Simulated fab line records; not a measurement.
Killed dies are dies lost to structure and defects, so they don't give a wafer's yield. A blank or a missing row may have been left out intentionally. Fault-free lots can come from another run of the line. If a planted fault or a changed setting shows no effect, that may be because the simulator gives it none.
Comparing a struck lot with a sound one / flow n5_finfet / 15 steps out of a route of 1938
Sound: wafers L571.2, L571.3, L571.6. Struck: wafer L579.1 (left out: L579.3, L579.6 of the same lot, which were not struck); the cause appears at the end.
For every step that has rows: the tool of each side, followed by ch and its chambers, followed by its first start. Under that, the readings that differ: sound wafers / struck wafers / difference of the means / sigmas: that difference in standard deviations of wafers without a fault.
alike: words and numbers the same on both sides, and readings whose means are apart by under 2 such deviations; not compared: readings that were withheld, readings missing a value for some wafer, numbers with overlapping values and no deviation given by the record, and bounds like >300 which may hide the same value.
A row with sigmas, a row that says differs or no value, or rows on one side alone: a step with any of these is where the two part. Numbers that have no deviation but don't overlap get no sigmas and don't part them. Lack of a reading on every wafer of one side parts them only where that side has two or more wafers.

N5_FIN_CUT_DESCUM_13: chemistry O2, time 7 s.
  sound on rie_diel-05 ch 0,1,2, day 2 07:04; struck on rie_diel-05 ch 3, day 4 03:44
reading=throttle_valve_pct (%); sound=20.29 20.47 20.60; struck=20.90; difference=+0.45; sigmas=+2
  alike: drypump_motor_current_A, oes_product_au, rf_vpp_V, showerhead_plenum_p_Torr
  not compared: rf_hours_counter_h
then, 1 step without rows for these wafers: N5_FIN_CUT_ETCH_30 (etches underlayer in N2/H2, target depth 13 nm, time 10.4 s).
N5_FIN_CUT_ETCH_20: etches SiARC in CF4, target depth 26 nm, time 43.3 s.
  sound on rie_diel-05 ch 0,1,2, day 2 07:08; struck on rie_diel-05 ch 3, day 4 03:47
  alike: drypump_motor_current_A, etch_rf_on_time_s, oes_product_au, rf_vpp_V, showerhead_plenum_p_Torr, throttle_valve_pct
  not compared: rf_hours_counter_h
then, 3 steps without rows for these wafers: N5_FIN_CUT_ETCH_21 (etches SOC in N2/H2, target depth 219 nm, overetch 43.8 nm, time 523.5 s); N5_FIN_CUT_STRIP_23 (strips in N2/H2); N5_FIN_CUT_STRIP_31 (strips in N2/H2).
N5_FIN_CUT_STRIP_24: strips in CF4.
  sound on rie_diel-05 ch 0,1,2, day 2 07:29; struck on rie_diel-05 ch 3, day 4 04:09
  alike: drypump_motor_current_A, oes_product_au, power_w, rf_vpp_V, showerhead_plenum_p_Torr, throttle_valve_pct
  not compared: rf_hours_counter_h
then, 1 step without rows for these wafers: N5_FIN_CUT_CUT_ETCH_26 (etches SiNx in CH3F/O2, target depth 39 nm, time 55.7 s).
N5_FIN_CUT_CUT_ETCH_27: etches SiO2 in CHF3/O2, target depth 4 nm, overetch 2 nm, time 4.9 s.
  sound on rie_diel-05 ch 0,1,2, day 2 07:33; struck on rie_diel-05 ch 3, day 4 04:13
reading=throttle_valve_pct (%); sound=18.72 18.89 18.99; struck=19.28; difference=+0.41; sigmas=+2
  alike: drypump_motor_current_A, oes_f_703_au, oes_product_au, rf_vpp_V, showerhead_plenum_p_Torr
  not compared: rf_hours_counter_h
N5_FIN_CUT_PRECLEAN_35: cleans in vHF, time 13.3 s.
  sound on vapor_etch-01 ch 0,1, day 2 08:37; struck on vapor_etch-01 ch 1, day 4 04:17
  alike: drypump_motor_current_A
then, 2 steps without rows for these wafers: N5_FIN_CUT_CUT_ETCH_15 (etches Si in HBr/Cl2/O2, target depth 100 nm, bt time 10 s, time 42.4 s); N5_FIN_CUT_CUT_ETCH_28 (etches Si in HBr/Cl2/O2, target depth 6 nm, time 2.4 s).
N5_FIN_CUT_STRIP_22: strips in N2/H2.
  sound on rie_diel-04 ch 0,2, day 2 08:49; struck on rie_diel-04 ch 0, day 4 04:30
reading=power_w (W); sound=500.6 497.3 500.6; struck=606.5; difference=+107.0; sigmas=+76
  alike: drypump_motor_current_A, oes_product_au, rf_vpp_V, showerhead_plenum_p_Torr, throttle_valve_pct
  not compared: rf_hours_counter_h
then, 1 step without rows for these wafers: N5_FIN_CUT_PRECLEAN_36 (cleans in O3/DIW, time 60 s).
-- the record jumps here: 7 days lie between the struck wafers' starts before and after (it left off in module FIN_CUT and takes up again in module BEOL_M4, whose first step shown is number 1111 of the route) --
N5_BEOL_M4_RC_MEAS_101:
  sound on prober-01 ch 0, day 8 02:30; struck on prober-01 ch 0, day 11 07:55
  alike: DIBL_N, DIBL_P, IOFF_N, IOFF_P, ION_N, ION_P, SS_N, SS_P, VT_N, VT_P

WHERE THEY PART
At N5_FIN_CUT_DESCUM_13 first; at N5_FIN_CUT_STRIP_22 last (within this record only). Later steps at which nothing parts them and some readings are alike: N5_BEOL_M4_RC_MEAS_101.

WHY: the cause the simulator had injected
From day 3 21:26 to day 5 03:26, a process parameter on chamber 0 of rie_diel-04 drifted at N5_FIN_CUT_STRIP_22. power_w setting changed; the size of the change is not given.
